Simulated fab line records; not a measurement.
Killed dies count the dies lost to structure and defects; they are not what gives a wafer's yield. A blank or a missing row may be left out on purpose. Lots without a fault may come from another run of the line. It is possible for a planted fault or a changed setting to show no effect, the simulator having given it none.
Comparing a struck lot with a sound one :: flow n5 finfet :: 15 steps out of a route of 1938
Sound: wafers L741.1, L741.3, L741.5. Wafers struck: L737.1, L737.3, L737.5. The cause is named last.
At each step with rows: each side's tool, then ch and its chambers, then its first start. Under that, the readings that differ: sound wafers :: struck wafers :: difference of the means :: sigmas: that difference in standard deviations of wafers without a fault.
alike: readings whose means differ by less than 2 such deviations, and words and numbers that are the same on both sides. not compared: withheld readings, readings that some wafer has no value for, bounds like >300 that may hide the same value, and numbers for which the record gives no deviation and whose values overlap.
Wherever a step has rows on one side only, a row that says differs or no value, or a row with sigmas, the two part there. Non-overlapping numbers with no deviation appear without sigmas and do not part them. A reading that every wafer of one side lacks parts them only if that side has two wafers or more.

first, 7 steps without rows for these wafers: N5_WELL_APT_COAT_02 (resist thk 950 nm); N5_WELL_APT_EBR_04; N5_WELL_APT_SOFTBAKE_03 (time 60 s); N5_WELL_APT_EXPOSE_05 (exposes mask NWELL, defocus 0 nm, target cd 200 nm); N5_WELL_APT_PEB_06 (peb time 90 s); N5_WELL_APT_DEVELOP_07 (develop time 45 s); N5_WELL_APT_HARDBAKE_12 (time 120 s).
N5_WELL_APT_CD_MEAS_08: the cd target is 200 nm.
  sound on cd sem-02 ch 0, day 4 07:57; struck on cd sem-01 ch 0, day 3 07:49
  alike: cd nm
N5_WELL_APT_OVL_MEAS_09:
  sound on overlay-02 ch 0, day 4 07:59; struck on overlay-02 ch 0, day 3 07:51
  alike: NWELL_OVL
N5_WELL_APT_INSPECT_10: inspects for defects (macro).
  sound on defect inspect-01, day 4 08:00; struck on defect inspect-02, day 3 07:52
  alike: raw defect count
N5_WELL_APT_DESCUM_13: chemistry O2, time 7.9 s.
  sound on rie diel-05 ch 0,1,2, day 4 08:05; struck on rie diel-05 ch 1,3, day 3 07:54
  alike: drypump motor current A, oes product au, rf vpp V, showerhead plenum p Torr, throttle valve pct
  not compared: rf hours counter h
then, 1 step without rows for these wafers: N5_WELL_APT_IMPLANT_14.
N5_WELL_APT_IMPLANT_15:
  sound on implanter-02 ch 0, day 4 08:22; struck on implanter-01 ch 0, day 3 08:11
reading: beam energy keV
sound: 24.996 24.994 24.992
struck: 17.439 17.435 17.431
difference: -7.559
sigmas: -99 or more

reading: model.implant.rp nm (nm)
sound: 18.68 18.68 18.68
struck: 14.53 14.53 14.53
difference: -4.15
sigmas: 

reading: model.implant.drp nm (nm)
sound: 8.457 8.457 8.457
struck: 6.585 6.585 6.585
difference: -1.872
sigmas: 
  alike: tilt deg
then, 1 step without rows for these wafers: N5_WELL_APT_STRIP_16 (strips in SPM, time 900 s).
N5_PASSIVATION_PROBE_49:
  rows exist in the record for the sound wafers here (prober-02, day 15 21:19), none for the struck ones

## WHERE THEY PART
First at N5_WELL_APT_IMPLANT_15; last, within this record, at N5_PASSIVATION_PROBE_49.

WHY: what the simulator had put in
Process parameter drift: implanter-01, from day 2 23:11 on, at N5_WELL_APT_IMPLANT_15. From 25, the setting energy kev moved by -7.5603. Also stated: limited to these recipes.
